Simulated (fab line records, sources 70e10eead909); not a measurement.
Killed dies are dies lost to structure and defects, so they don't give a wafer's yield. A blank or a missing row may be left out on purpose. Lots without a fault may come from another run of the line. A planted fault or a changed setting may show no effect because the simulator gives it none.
Chamber matching | flow nand_harc | NHARC_A_ZERO_WELL_DESCUM_12 on rie_diel-07: 4 sister chambers
The step chemistry O2, time 3 s. 22 wafers are shown with their chamber, then 10 later ones without.

WAFERS WITH THEIR CHAMBER
wafer  | chamber | showerhead_plenum_p_Torr (Torr) | drypump_motor_current_A (A) | oes_product_au (a.u.)
L332.1 | 0       | 1.92                            | 4.8                         | 1.006
L332.2 | 1       | 2.05                            | 6.0                         | 1.002
L332.3 | 2       | 1.96                            | 6.0                         | 1.005
L333.1 | 1       | 2.05                            | 6.0                         | 0.998
L333.2 | 2       | 1.96                            | 5.9                         | 1.006
L333.5 | 3       | 1.85                            | 6.1                         | 1.008
L334.3 | 2       | 1.96                            | 6.0                         | 1.000
L334.4 | 0       | 1.92                            | 4.8                         | 1.001
L334.6 | 3       | 1.85                            | 6.0                         | 1.004
L335.1 | 0       | 1.92                            | 4.8                         | 0.995
L335.3 | 2       | 1.96                            | 6.0                         | 1.006
L335.4 | 2       | 1.96                            | 6.0                         | 1.002
L343.3 | 0       | 1.92                            | 4.8                         | 1.003
L343.4 | 1       | 2.05                            | 5.9                         | 0.992
L345.3 | 2       | 1.95                            | 5.9                         | 1.014
L345.5 | 0       | 1.92                            | 4.8                         | 1.005
L345.6 | 1       | 2.05                            | 5.9                         | 1.002
L347.2 | 3       | 1.85                            | 6.1                         | 1.003
L347.5 | 0       | 1.92                            | 4.8                         | 1.007
L347.6 | 1       | 2.05                            | 6.0                         | 0.997
L350.1 | 2       | 1.95                            | 6.0                         | 1.000
L350.3 | 3       | 1.85                            | 6.1                         | 0.998

SIGNATURES (means of the wafers above)
reading                  | chamber 0 | chamber 1 | chamber 2 | chamber 3 | scatter within a chamber
showerhead_plenum_p_Torr | 1.9200    | 2.0500    | 1.9571    | 1.8500    | 0.00282
drypump_motor_current_A  | 4.800     | 5.960     | 5.971     | 6.075     | 0.0433
oes_product_au           | 1.00283   | 0.99820   | 1.00471   | 1.00325   | 0.00446
Rule: a wafer's distance from a chamber is the root of the sum, over the readings, of the square of ((its reading less the chamber's mean) divided by the reading's scatter). The wafer belongs to the nearest chamber; if the next one is less than 2 further off, it can't be placed. The scatter: the root of (the sum of the squares of (reading less its chamber's mean) over the shown wafers, divided by (wafers less chambers)).

WAFERS WITHOUT THEIR CHAMBER
wafer  | showerhead_plenum_p_Torr (Torr) | drypump_motor_current_A (A) | oes_product_au (a.u.)
L350.5 | 1.85                            | 6.1                         | 0.994
L351.4 | 1.92                            | 4.8                         | 1.005
L351.5 | 1.92                            | 4.8                         | 1.000
L351.6 | 2.04                            | 5.9                         | 0.983
L352.1 | 2.05                            | 5.9                         | 0.986
L352.2 | 1.92                            | 4.8                         | 0.998
L352.4 | 1.95                            | 6.0                         | 0.986
L353.1 | 1.85                            | 6.1                         | 0.992
L353.3 | 1.92                            | 4.8                         | 1.007
L353.5 | 2.04                            | 6.0                         | 0.988

WHICH CHAMBER EACH WENT THROUGH
wafer  | from the rows above | in truth
L350.5 | 3                   | 3
L351.4 | 0                   | 0
L351.5 | 0                   | 0
L351.6 | 1                   | 1
L352.1 | 1                   | 1
L352.2 | 0                   | 0
L352.4 | 2                   | 2
L353.1 | 3                   | 3
L353.3 | 0                   | 0
L353.5 | 1                   | 1
Placed correctly: 10 of 10. Can't be placed from these rows: 0. Placed wrongly: 0.
